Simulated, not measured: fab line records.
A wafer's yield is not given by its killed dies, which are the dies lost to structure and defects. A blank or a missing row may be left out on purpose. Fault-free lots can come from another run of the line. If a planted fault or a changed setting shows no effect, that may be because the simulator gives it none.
Chamber matching ; flow n5Finfet ; 3 sister chambers for N5_BEOL_M4_PECVD_72 on pecvd-04
The step deposits SiO2 from TEOS/O2, target thk 16 nm, time 18 s. 18 wafers are shown with their chamber, then 9 later ones without.

== WAFERS WITH THEIR CHAMBER ==
wafer;chamber;throttleValvePct (%);showerheadPlenumPTorr (Torr);showerheadVppV (V)
L074.1;1;24.6;8.77;1247
L074.3;0;22.1;8.75;1216
L074.6;0;22.0;8.72;1210
L076.1;0;22.0;8.73;1185
L076.4;0;22.2;8.71;1215
L076.6;1;24.4;8.76;1232
L077.2;2;20.0;8.88;1328
L077.3;1;24.7;8.77;1244
L077.5;2;19.7;8.91;1329
L079.2;2;19.8;8.90;1340
L079.4;0;22.0;8.75;1216
L079.6;2;19.6;8.90;1341
L078.1;2;19.6;8.91;1330
L078.2;1;24.3;8.78;1244
L078.5;1;24.5;8.77;1256
L088.2;2;19.6;8.91;1323
L088.3;0;22.1;8.70;1211
L088.5;1;24.2;8.77;1239

SIGNATURES (averages over the wafers above)
reading;chamber 0;chamber 1;chamber 2;scatter within a chamber
throttleValvePct;22.067;24.450;19.717;0.15
showerheadPlenumPTorr;8.7267;8.7700;8.9017;0.0142
showerheadVppV;1208.83;1243.67;1331.83;9.28
Rule: a wafer's distance from a chamber is the root of the sum, over the readings, of the square of ((its reading less the chamber's mean) divided by the reading's scatter). The wafer belongs to the nearest chamber; if the next one is less than 2 further off, it can't be placed. How the scatter is found: for the shown wafers, subtract from each reading the mean of its chamber, square and add these, divide the total by (wafers less chambers), then take the root.

== WAFERS WITHOUT THEIR CHAMBER ==
wafer;throttleValvePct (%);showerheadPlenumPTorr (Torr);showerheadVppV (V)
L089.2;24.7;8.77;1233
L089.5;22.0;8.74;1198
L089.6;24.3;8.76;1266
L094.3;22.1;8.70;1207
L094.4;24.5;8.75;1269
L094.5;19.9;8.88;1335
L095.1;24.4;8.76;1230
L095.2;20.0;8.90;1345
L095.6;22.3;8.74;1204

== CHAMBER TAKEN BY EACH ==
wafer;from the rows above;in truth
L089.2;1;1
L089.5;0;0
L089.6;1;1
L094.3;0;0
L094.4;1;1
L094.5;2;2
L095.1;1;1
L095.2;2;2
L095.6;0;0
Placed correctly: 9 of 9. Can't be placed from these rows: 0. 0 placed wrongly.
